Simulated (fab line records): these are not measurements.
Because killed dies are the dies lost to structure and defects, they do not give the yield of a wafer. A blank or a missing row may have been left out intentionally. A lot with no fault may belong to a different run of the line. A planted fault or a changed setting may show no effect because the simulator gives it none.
Which tool was responsible? ; flow n5Finfet ; 8 lots with 24 wafers sampled at 5 steps, on a route of 1938 steps

== WHAT THE GAUGES SHOWED, per wafer ==
N5_FIN_CUT_INSPECT_10: inspects for defects (brightfield).
lot;measured;on;rawDefectCount
L797;day 3 03:37;defectInspect-02;60 40 72
L799;day 3 12:08;defectInspect-01;38 43 28
L802;day 4 03:30;defectInspect-01;38 36 25
L804;day 4 15:25;defectInspect-01;41 32 31
L811;day 6 10:35;defectInspect-02;43 318 38
L814;day 7 05:25;defectInspect-02;62 45 52
L816;day 7 15:07;defectInspect-02;38 59 40
L817;day 7 20:26;defectInspect-01;44 41 33

== TOOL THAT RAN EACH LOT (tool first, then ch and the chambers of the sampled wafers, then the start) ==
lot;N5_FIN_SAQP_HM_DEP_72;N5_FIN_SAQP_RECESS_63;N5_FIN_SAQP_ETCH_34;N5_FIN_SAQP_HM_CD_35
L797;pecvd-04 ch 0,1,2, day 2 15:14;vaporEtch-02 ch 0,1, day 2 20:47;rieDiel-05 ch 0,2,3, day 3 02:37;cdSem-01, day 3 02:46
L799;pecvd-04 ch 0,1,2, day 3 04:25;vaporEtch-01 ch 0,1, day 3 08:32;rieDiel-06 ch 0,1,3, day 3 11:17;cdSem-03, day 3 11:25
L802;pecvd-01 ch 0,1, day 3 22:20;vaporEtch-02 ch 0,1, day 4 01:15;rieDiel-01 ch 0,1,2, day 4 02:38;cdSem-02, day 4 02:47
L804;pecvd-04 ch 0,1,2, day 4 09:51;vaporEtch-02 ch 0,1, day 4 13:02;rieDiel-06 ch 1,2, day 4 14:26;cdSem-01, day 4 14:35
L811;pecvd-04 ch 0,1,2, day 6 05:02;vaporEtch-01 ch 0,1, day 6 08:12;rieDiel-01 ch 1,2, day 6 09:36;cdSem-03, day 6 09:46
L814;pecvd-01 ch 0,1,2, day 6 23:29;vaporEtch-02 ch 0,1, day 7 02:35;rieDiel-05 ch 2,3, day 7 04:34;cdSem-03, day 7 04:43
L816;pecvd-03 ch 0,1, day 7 09:29;vaporEtch-01 ch 0,1, day 7 12:32;rieDiel-05 ch 2,3, day 7 14:08;cdSem-02, day 7 14:17
L817;pecvd-03 ch 0,1, day 7 14:33;vaporEtch-01 ch 0,1, day 7 17:53;rieDiel-06 ch 1,2, day 7 19:26;cdSem-01, day 7 19:35
- N5_FIN_SAQP_HM_DEP_72: deposits SiO2 from SiH4/N2O, target thk 12 nm, time 7.2 s.
- N5_FIN_SAQP_RECESS_63: chemistry HF/NH3, target SiO2, target depth 18 nm, afs cycles 3, sublimation time 60 s.
- N5_FIN_SAQP_ETCH_34: etches SiO2 in C4F6/O2, target depth 45 nm, time 15 s.
- N5_FIN_SAQP_HM_CD_35: target cd 8 nm.

== THE ANSWER, worked out from the rows above alone ==
Rule: the usual values come from the lots themselves. Put in order of their means at a reading, lots are off if they are a third of the lots or fewer, leave a main group of 4 or more, and stand apart from it by a gap of 3 or more times the standard deviation of the main group's means; of several such gaps the widest counts. The tables above print the reading to a certain number of digits; a main group whose means all agree to those digits is not used. Also off: a lot with no number at a reading for which 4 or more lots have one. Any other lot the step has rows for is counted as sound.
Off: L811, at N5_FIN_CUT_INSPECT_10 (rawDefectCount). The main group: mean 43, standard deviation 8.8.
If a tool, at a process step before that reading, ran all the lots that are off and no sound lot after the first of them, it fits. Gauges at N5_FIN_CUT_INSPECT_10: tried the same way as those tools. This does not decide it: 2 tools fit, namely pecvd-04 at N5_FIN_SAQP_HM_DEP_72 and rieDiel-01 at N5_FIN_SAQP_ETCH_34.

== WHAT WAS PUT IN BY THE SIMULATOR ==
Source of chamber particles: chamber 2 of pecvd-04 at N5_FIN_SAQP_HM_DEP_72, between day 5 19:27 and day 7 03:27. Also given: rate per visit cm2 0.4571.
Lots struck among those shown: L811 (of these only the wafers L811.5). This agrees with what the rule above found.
